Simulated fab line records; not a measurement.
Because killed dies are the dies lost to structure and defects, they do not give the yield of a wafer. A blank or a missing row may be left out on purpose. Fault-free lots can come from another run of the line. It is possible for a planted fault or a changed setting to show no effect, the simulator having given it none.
Chamber matching	flow n5 finfet	N5_BEOL_M14_DESCUM_33 on rie diel-06: 4 sister chambers
The step chemistry O2, time 7.9 s. 20 wafers are shown with their chamber, then 10 later ones without.

== EACH WAFER AND ITS CHAMBER ==
wafer	chamber	drypump motor current A (A)	showerhead plenum p Torr (Torr)	oes product au (a.u.)
L076.1	1	5.4	2.08	0.74
L076.4	3	6.4	1.98	0.69
L076.6	1	5.4	2.08	0.74
L077.2	0	5.0	2.17	0.96
L077.3	3	6.4	1.98	0.68
L077.5	1	5.4	2.07	0.73
L078.1	2	5.6	2.23	0.88
L078.2	3	6.4	1.98	0.69
L078.5	1	5.4	2.07	0.73
L082.1	1	5.4	2.07	0.73
L082.2	2	5.6	2.23	0.88
L082.3	3	6.5	1.98	0.69
L082.4	0	5.0	2.16	0.94
L082.5	1	5.4	2.07	0.74
L082.6	2	5.7	2.23	0.88
L085.1	3	6.4	1.97	0.68
L085.2	2	5.6	2.22	0.86
L085.3	1	5.4	2.07	0.72
L088.2	0	5.0	2.16	0.91
L088.3	1	5.4	2.07	0.72

SIGNATURES (means of the wafers above)
reading	chamber 0	chamber 1	chamber 2	chamber 3	scatter within a chamber
drypump motor current A	5.000	5.400	5.625	6.420	0.0311
showerhead plenum p Torr	2.1633	2.0725	2.2275	1.9780	0.00482
oes product au	0.9367	0.7312	0.8750	0.6860	0.0117
Rule: a wafer lies at a distance from a chamber equal to the root of the sum of squares, over the readings, of (its reading less the chamber's mean, divided by the reading's scatter). The wafer belongs to the nearest chamber; if the next one is less than 2 further off, it can't be placed. The scatter: the root of (the sum of the squares of (reading less its chamber's mean) over the shown wafers, divided by (wafers less chambers)).

== WAFERS WITH NO CHAMBER GIVEN ==
wafer	drypump motor current A (A)	showerhead plenum p Torr (Torr)	oes product au (a.u.)
L088.5	5.7	2.22	0.86
L087.1	6.4	1.97	0.68
L087.5	5.4	2.07	0.72
L087.6	5.0	2.16	0.92
L093.2	6.5	2.23	0.93
L093.5	5.7	2.22	0.85
L093.6	6.4	2.23	0.95
L095.1	6.4	2.23	0.93
L095.2	5.4	2.06	0.71
L095.6	5.6	2.22	0.84

== EACH ONE'S CHAMBER ==
wafer	from the rows above	in truth
L088.5	2	2
L087.1	3	3
L087.5	1	1
L087.6	0	0
L093.2	2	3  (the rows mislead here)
L093.5	2	2
L093.6	2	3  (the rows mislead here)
L095.1	2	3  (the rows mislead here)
L095.2	1	1
L095.6	2	2
Correctly placed: 7 of 10. Can't be placed from these rows: 0. Number placed wrongly: 3.
